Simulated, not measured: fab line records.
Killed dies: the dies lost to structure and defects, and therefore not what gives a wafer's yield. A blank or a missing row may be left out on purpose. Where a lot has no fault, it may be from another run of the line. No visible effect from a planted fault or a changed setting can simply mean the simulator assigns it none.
Which tool is to blame? -- flow n5 finfet -- 72 wafers from 24 lots sampled at 6 of the route's 1938 steps

## WHAT EACH GAUGE READ, for each wafer
N5_BEOL_M13_INSPECT_55: inspects for defects (darkfield). Usual: raw defect count at 67, with a standard deviation of 26.
lot,measured,on,raw defect count,flag
L074,day 11 01:58,defect inspect-01,84 33 73,
L075,day 11 04:12,defect inspect-02,57 62 64,
L076,day 11 11:17,defect inspect-02,65 36 56,
L077,day 11 14:28,defect inspect-02,39 37 74,
L078,day 12 05:49,defect inspect-02,62 47 25,
L079,day 12 10:08,defect inspect-02,62 67 52,
L080,day 12 17:30,defect inspect-02,56 45 43,
L081,day 13 06:58,defect inspect-02,82 42 48,
L082,day 13 13:38,defect inspect-02,149 115 66,
L083,day 13 13:52,defect inspect-02,127 97 126,
L084,day 13 21:41,defect inspect-02,59 54 49,
L085,day 13 23:29,defect inspect-02,61 63 66,
L086,day 14 13:26,defect inspect-01,65 51 63,
L088,day 14 21:21,defect inspect-01,75 71 98,
L087,day 15 00:51,defect inspect-02,48 41 52,
L089,day 15 15:23,defect inspect-02,103 80 99,
L090,day 15 17:05,defect inspect-01,72 27 46,
L091,day 15 20:44,defect inspect-02,106 132 104,
L092,day 16 03:13,defect inspect-02,53 40 64,
L094,day 16 05:58,defect inspect-02,117 79 91,
L095,day 16 07:01,defect inspect-02,60 68 73,
L093,day 16 20:30,defect inspect-02,50 53 58,
L096,day 17 08:54,defect inspect-01,60 46 34,
L097,day 17 23:34,defect inspect-01,88 62 55,

N5_BEOL_M14_CD_MEAS_17: target cd 250 nm. Usual: cd nm at 252.2 nm, with a standard deviation of 2.6.
lot,measured,on,cd nm (nm),flag
L074,day 11 03:10,cd sem-01,251.4 250.9 256.7,
L075,day 11 05:18,cd sem-01,249.8 254.2 257.4,
L076,day 11 12:29,cd sem-02,253.0 249.6 250.5,
L077,day 11 15:54,cd sem-01,252.0 255.1 249.9,
L078,day 12 07:52,cd sem-02,250.2 247.9 247.9,
L079,day 12 12:30,cd sem-01,255.9 248.6 254.9,
L080,day 12 18:41,cd sem-02,253.5 246.3 253.5,
L081,day 13 08:02,cd sem-02,256.5 253.8 255.7,
L082,day 13 14:41,cd sem-03,251.4 249.9 251.2,
L083,day 13 15:12,cd sem-03,249.5 252.2 252.4,
L084,day 13 22:53,cd sem-02,249.1 251.0 252.0,
L085,day 14 00:48,cd sem-01,250.8 252.4 250.3,
L086,day 14 14:55,cd sem-01,256.1 250.5 256.1,
L088,day 14 22:34,cd sem-03,257.0 257.6 253.7,
L087,day 15 02:08,cd sem-02,255.6 250.4 256.3,
L089,day 15 16:27,cd sem-02,255.0 251.7 255.3,
L090,day 15 18:27,cd sem-01,255.1 258.3 253.8,
L091,day 15 22:11,cd sem-01,253.6 250.6 254.2,
L092,day 16 04:26,cd sem-01,250.9 251.3 250.3,
L094,day 16 15:10,cd sem-01,253.2 246.7 252.0,
L095,day 16 15:10,cd sem-02,252.2 254.3 252.6,
L093,day 16 21:33,cd sem-03,246.6 251.5 251.3,
L096,day 17 09:58,cd sem-01,252.1 250.4 251.2,
L097,day 18 00:46,cd sem-02,254.1 255.1 249.4,

N5_BEOL_M14_THK_MEAS_50: measures by xrf. Usual: M14_THK 561 nm, standard deviation 25.
lot,measured,on,M14_THK (nm),flag
L074,day 11 07:26,film metro-02,561 532 565,
L075,day 11 08:28,film metro-02,608 550 607,
L076,day 11 16:23,film metro-02,541 566 571,
L077,day 11 20:37,film metro-02,595 540 599,
L078,day 12 11:52,film metro-02,542 570 555,
L079,day 12 16:54,film metro-02,560 563 610,
L080,day 12 22:07,film metro-01,561 526 546,
L081,day 13 13:26,film metro-01,565 544 542,
L082,day 13 19:40,film metro-02,535 539 575,
L083,day 13 22:28,film metro-01,570 566 566,
L084,day 14 02:13,film metro-01,540 525 559,
L085,day 14 03:56,film metro-01,550 563 554,
L086,day 14 18:50,film metro-02,588 530 518,
L088,day 15 01:11,film metro-02,550 545 569,
L087,day 15 06:19,film metro-01,589 586 524,
L089,day 15 20:18,film metro-01,629 572 632,
L090,day 15 23:38,film metro-02,588 591 526,
L091,day 16 02:31,film metro-02,524 566 548,
L092,day 16 09:54,film metro-02,557 550 557,
L094,day 16 21:05,film metro-01,553 560 543,
L095,day 16 21:27,film metro-01,535 528 540,
L093,day 17 03:37,film metro-01,554 611 549,
L096,day 17 13:27,film metro-01,534 548 553,
L097,day 18 03:31,film metro-01,611 547 560,

N5_BEOL_M14_INSPECT_55: inspects for defects (darkfield). Usual: raw defect count at 72, with a standard deviation of 28.
lot,measured,on,raw defect count,flag
L074,day 11 07:35,defect inspect-02,144 117 90,
L075,day 11 08:37,defect inspect-01,110 110 87,
L076,day 11 16:32,defect inspect-02,44 38 48,
L077,day 11 20:47,defect inspect-02,53 47 57,
L078,day 12 12:01,defect inspect-02,75 73 66,
L079,day 12 17:03,defect inspect-02,121 157 97,
L080,day 12 22:16,defect inspect-02,55 149 113,
L081,day 13 13:35,defect inspect-02,45 41 63,
L082,day 13 19:49,defect inspect-02,61 69 54,
L083,day 13 22:37,defect inspect-02,67 62 81,
L084,day 14 02:23,defect inspect-02,82 85 66,
L085,day 14 04:05,defect inspect-02,64 56 63,
L086,day 14 18:59,defect inspect-01,38 44 59,
L088,day 15 01:20,defect inspect-02,118 112 101,
L087,day 15 06:28,defect inspect-02,57 34 47,
L089,day 15 20:28,defect inspect-01,58 78 46,
L090,day 15 23:47,defect inspect-02,56 48 63,
L091,day 16 02:40,defect inspect-01,122 81 84,
L092,day 16 10:04,defect inspect-01,137 75 99,
L094,day 16 21:15,defect inspect-01,63 35 30,
L095,day 16 21:36,defect inspect-02,66 70 60,
L093,day 17 03:47,defect inspect-02,83 116 65,
L096,day 17 13:36,defect inspect-02,29 51 48,
L097,day 18 03:40,defect inspect-02,73 64 79,

## WHICH TOOL RAN EACH LOT (tool, then ch and the chambers of the sampled wafers, then the start)
lot,N5_BEOL_M14_PRE_CLEAN_42,N5_BEOL_M14_ANNEAL_48
L074,"pvd sputter-02, day 11 06:20","rtp anneal-01 ch 0, day 11 06:51"
L075,"pvd sputter-02, day 11 07:22","rtp anneal-01 ch 0, day 11 07:58"
L076,"pvd sputter-03, day 11 15:17","rtp anneal-02 ch 0, day 11 15:48"
L077,"pvd sputter-03, day 11 19:31","rtp anneal-02 ch 0, day 11 20:07"
L078,"pvd sputter-01, day 12 10:46","rtp anneal-02 ch 0, day 12 11:16"
L079,"pvd sputter-03, day 12 15:48","rtp anneal-02 ch 0, day 12 16:21"
L080,"pvd sputter-01, day 12 20:47","rtp anneal-01 ch 0, day 12 21:34"
L081,"pvd sputter-02, day 13 12:20","rtp anneal-01 ch 0, day 13 12:50"
L082,"pvd sputter-03, day 13 16:32","rtp anneal-02 ch 0, day 13 19:04"
L083,"pvd sputter-03, day 13 18:59","rtp anneal-01 ch 0, day 13 21:54"
L084,"pvd sputter-03, day 14 01:07","rtp anneal-02 ch 0, day 14 01:43"
L085,"pvd sputter-03, day 14 02:29","rtp anneal-02 ch 0, day 14 03:20"
L086,"pvd sputter-02, day 14 17:38","rtp anneal-01 ch 0, day 14 18:20"
L088,"pvd sputter-03, day 15 00:04","rtp anneal-02 ch 0, day 15 00:34"
L087,"pvd sputter-02, day 15 05:13","rtp anneal-01 ch 0, day 15 05:49"
L089,"pvd sputter-01, day 15 19:00","rtp anneal-02 ch 0, day 15 19:46"
L090,"pvd sputter-02, day 15 22:32","rtp anneal-02 ch 0, day 15 23:10"
L091,"pvd sputter-03, day 16 01:25","rtp anneal-01 ch 0, day 16 01:56"
L092,"pvd sputter-01, day 16 08:40","rtp anneal-02 ch 0, day 16 09:19"
L094,"pvd sputter-02, day 16 19:59","rtp anneal-02 ch 0, day 16 20:32"
L095,"pvd sputter-01, day 16 20:21","rtp anneal-01 ch 0, day 16 20:59"
L093,"pvd sputter-03, day 17 02:28","rtp anneal-02 ch 0, day 17 03:02"
L096,"pvd sputter-03, day 17 12:20","rtp anneal-01 ch 0, day 17 12:52"
L097,"pvd sputter-03, day 18 02:25","rtp anneal-02 ch 0, day 18 02:58"
- N5_BEOL_M14_PRE_CLEAN_42: time 30 s.
- N5_BEOL_M14_ANNEAL_48: time 90 s.

## WHAT THE TOOLS THEMSELVES READ (means of the sampled wafers that have a number; where no wafer has one, the mark that the record gives instead)
N5_BEOL_M14_PRE_CLEAN_42. Usual: heater power w at 467 W, with a standard deviation of 61.
lot,tool,heater power w (W),flag
L074,pvd sputter-02,480,
L075,pvd sputter-02,467,
L076,pvd sputter-03,426,
L077,pvd sputter-03,501,
L078,pvd sputter-01,462,
L079,pvd sputter-03,461,
L080,pvd sputter-01,438,
L081,pvd sputter-02,462,
L082,pvd sputter-03,502,
L083,pvd sputter-03,501,
L084,pvd sputter-03,505,
L085,pvd sputter-03,461,
L086,pvd sputter-02,450,
L088,pvd sputter-03,494,
L087,pvd sputter-02,487,
L089,pvd sputter-01,460,
L090,pvd sputter-02,449,
L091,pvd sputter-03,420,
L092,pvd sputter-01,429,
L094,pvd sputter-02,474,
L095,pvd sputter-01,458,
L093,pvd sputter-03,428,
L096,pvd sputter-03,462,
L097,pvd sputter-03,530,

N5_BEOL_M14_ANNEAL_48. Usual: anneal temp c 225.03 C, standard deviation 0.16; wafer_temp_C_max 226.5, standard deviation 0.48.
lot,tool,anneal temp c (C),wafer_temp_C_max,flag
L074,rtp anneal-01,225.01,226.2,
L075,rtp anneal-01,224.95,226.0,
L076,rtp anneal-02,224.95,226.8,
L077,rtp anneal-02,225.10,227.2,
L078,rtp anneal-02,224.78,226.8,
L079,rtp anneal-02,225.20,226.9,
L080,rtp anneal-01,224.97,226.2,
L081,rtp anneal-01,225.18,226.1,
L082,rtp anneal-02,225.10,226.7,
L083,rtp anneal-01,224.81,226.1,
L084,rtp anneal-02,225.07,226.8,
L085,rtp anneal-02,225.23,226.6,
L086,rtp anneal-01,225.15,226.1,
L088,rtp anneal-02,224.97,226.9,
L087,rtp anneal-01,224.89,225.9,
L089,rtp anneal-02,225.05,226.8,
L090,rtp anneal-02,225.12,226.2,
L091,rtp anneal-01,225.10,226.1,
L092,rtp anneal-02,224.84,226.8,
L094,rtp anneal-02,225.12,226.6,
L095,rtp anneal-01,225.00,226.1,
L093,rtp anneal-02,225.19,226.7,
L096,rtp anneal-01,224.95,225.9,
L097,rtp anneal-02,225.05,226.7,

## THE ANSWER, worked out from the rows above alone
Rule: a lot counts as off when the mean over its wafers that have a number is more than 3 standard deviations away from the usual mean. Also off: a lot with no number at a reading for which 4 or more lots have one. Where the step has rows for the other lots, those lots are counted as sound. The gauges are gone through in route order, then the tools' own readings, and for those a lot's mean is taken as printed above. The first step at which some lot is off is used, and at that step the reading that is off furthest; a lot without a number counts as furthest.
No lot is off on any of the readings shown, so nothing can be concluded from this.

## WHAT THE SIMULATOR PUT IN
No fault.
